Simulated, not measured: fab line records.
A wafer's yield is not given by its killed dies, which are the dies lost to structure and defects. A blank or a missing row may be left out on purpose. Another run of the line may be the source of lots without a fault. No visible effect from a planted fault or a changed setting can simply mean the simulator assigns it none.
fab line records | flow n5-finfet
record: lots: 7 | wafers: 39
route steps=1938 shown GATE_CUT@510 MOL_CONTACT_COAG@629
start-h: the number of hours between the record's first day and the start of the first shown wafer of the lot | wait-h: hours elapsed since this lot's preceding step | " unchanged from the row above | L1.1+2: a row that stands for several wafers | - value missing, or start not given | * or withheld: withheld | < > ~ a bound
route shown NAME@n: a module of which the file shows steps, and the number in the route of the first | usual: mean/standard deviation taken from wafers without a fault | same: alike in all rows | chamber/n: place in a boat | sites: the reading at each site | _std_site: standard deviation across them | _edge_site: mean of outer sites minus mean of inner sites | radius-mm: how far each site lies from the wafer's centre | mask NAME#n: copy n | behind: tool/chamber where the wafer was last shaped | hold: why the lot went on hold/how many hours it stayed there/how the hold came to an end | device: whichever transistor did not switch (one of n, p or np) | end of line: the tests these same wafers got at the end of their route | a step without rows: its recipe alone | killed: the dies lost at the first sort to structure and to defects; this is not the yield of the wafer | map: a wafer's dies, x killed, . not, _ none there
set.NAME: the setting the step ran with; set.NAME@STEP: the setting that earlier step ran with | model.NAME: the simulator's own value behind a step, which no gauge read
lots with deliberately changed settings; one table per step, one row per wafer
== steps ==
step: N5_GATE_CUT_ALD_22
recipe: material: SiNx | target-thk-a: 160 | temp-c: 400 | ald-precursor-family: SiH2I2 | ald-co-reactant: N2/H2-plasma | pulse-time-s: 1 | ald-cycles: 320 | purge-time-s: 2 | co-reactant-purge-time-s: 2 | pressure-torr: 2
lot.wafer        | tool       | chamber     | start-h | wait-h | set.ald-cycles | model.SiNx_of_GATE_CUT_ALD_22.thk-nm
L076.1+5         | ald-sin-03 | 0,3         | 99.18   | 2.8    | 374            | 18.6
L076.2+4+6       | "          | 3,2,2       | "       | "      | 320            | 16
L076.3           | "          | 1           | "       | "      | 374            | 18.8
L079.1+2         | ald-sin-02 | 0,1         | 116.96  | 0.0    | 334            | 16.8
L079.3           | "          | 3           | "       | "      | 334            | 16.6
L079.4+5         | "          | 2,1         | "       | "      | 320            | 16
L079.6           | "          | 0           | "       | "      | 320            | 16.2
L086.1+2+3+4+5+6 | ald-sin-02 | 3,0,2,1,3,0 | 161.94  | 0.0    | 320            | 16
L087.1+3+5       | ald-sin-04 | 0,3,0       | 165.03  | 0.1    | 320            | 16
L087.2+4+6       | "          | 2,1,3       | "       | "      | 285            | 14.2
L090.1+2+3+4+5+6 | ald-sin-02 | 3,1,2,0,2,3 | 183.45  | 1.0    | 320            | 16
L094.1+4         | ald-sin-04 | 2,1         | 207.98  | 0.0    | 320            | 16
L094.3           | "          | 0           | "       | "      | 320            | 15.8
L095.1+3         | ald-sin-04 | 0,3         | 214.48  | 0.0    | 320            | 16
L095.2+5         | "          | 2,3         | "       | "      | 352            | 17.6
L095.4           | "          | 1           | "       | "      | 352            | 17.4
L095.6           | "          | 2           | "       | "      | 320            | 15.8
step: N5_MOL_CONTACT_COAG_ANNEAL_112
recipe: temp-c: 400 | time-s: 1800 | ambient: HPD2 | pressure-atm: 10
usual: wafer_temp_C_max: 401.15/0.28
lot.wafer | tool         | chamber | start-h | wait-h | set.temp-c | wafer_temp_C_max
L076.1    | hp-anneal-01 | 0       | 118.91  | 0.6    | 390.1      | 391.34
L076.2    | "            | 0       | "       | "      | 390.1      | 391.17
L076.3    | "            | 0       | "       | "      | 390.1      | 390.94
L076.4    | "            | 0       | "       | "      | 390.1      | 391.28
L076.5    | "            | 0       | "       | "      | 390.1      | 391.16
L076.6    | "            | 0       | "       | "      | 390.1      | 391.19
L079.1    | hp-anneal-01 | 0       | 136.10  | 0.2    | 394.3      | 395.57
L079.2    | "            | 0       | "       | "      | 394.3      | 395.23
L079.3    | "            | 0       | "       | "      | 394.3      | 395.77
L079.4    | "            | 0       | "       | "      | 394.3      | 395.74
L079.5    | "            | 0       | "       | "      | 394.3      | 395.44
L079.6    | "            | 0       | "       | "      | 394.3      | 394.94
L086.1    | hp-anneal-01 | 0       | 179.47  | 0.5    | 405.1      | 406.21
L086.2    | "            | 0       | "       | "      | 405.1      | 406.56
L086.3    | "            | 0       | "       | "      | 405.1      | 406.50
L086.4    | "            | 0       | "       | "      | 405.1      | 406.20
L086.5    | "            | 0       | "       | "      | 405.1      | 406.31
L086.6    | "            | 0       | "       | "      | 405.1      | 406.70
L087.1    | hp-anneal-01 | 0       | 182.99  | 0.0    | 392.3      | 393.81
L087.2    | "            | 0       | "       | "      | 392.3      | 393.41
L087.3    | "            | 0       | "       | "      | 392.3      | 393.72
L087.4    | "            | 0       | "       | "      | 392.3      | 394.06
L087.5    | "            | 0       | "       | "      | 392.3      | 392.60
L087.6    | "            | 0       | "       | "      | 392.3      | 393.22
L090.1    | hp-anneal-01 | 0       | 199.72  | 0.0    | 400        | 401.15
L090.2    | "            | 0       | "       | "      | 400        | 401.00
L090.3    | "            | 0       | "       | "      | 400        | 400.85
L090.4    | "            | 0       | "       | "      | 400        | 400.74
L090.5    | "            | 0       | "       | "      | 400        | 401.65
L090.6    | "            | 0       | "       | "      | 400        | 401.01
L094.1    | hp-anneal-01 | 0       | 227.80  | 0.0    | 400        | 401.38
L094.3    | "            | 0       | "       | "      | 400        | 400.95
L094.4    | "            | 0       | "       | "      | 400        | 400.88
L095.1    | hp-anneal-01 | 0       | 232.43  | 0.0    | 392.4      | 393.62
L095.2    | "            | 0       | "       | "      | 392.4      | 393.59
L095.3    | "            | 0       | "       | "      | 392.4      | 393.04
L095.4    | "            | 0       | "       | "      | 392.4      | 393.29
L095.5    | "            | 0       | "       | "      | 392.4      | 393.49
L095.6    | "            | 0       | "       | "      | 392.4      | 393.51
== key ==
split: step: N5_GATE_CUT_ALD_22 | setting: ald-cycles | stated: 320 | by: wafer
response: step: N5_GATE_CUT_ALD_22 | reading: model.SiNx_of_GATE_CUT_ALD_22.thk-nm | change: +0.16 | per: 1% | r: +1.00
split: step: N5_MOL_CONTACT_COAG_ANNEAL_112 | setting: temp-c | stated: 400 | by: lot
response: step: N5_MOL_CONTACT_COAG_ANNEAL_112 | reading: wafer_temp_C_max | change: * | per: 1% | r: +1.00
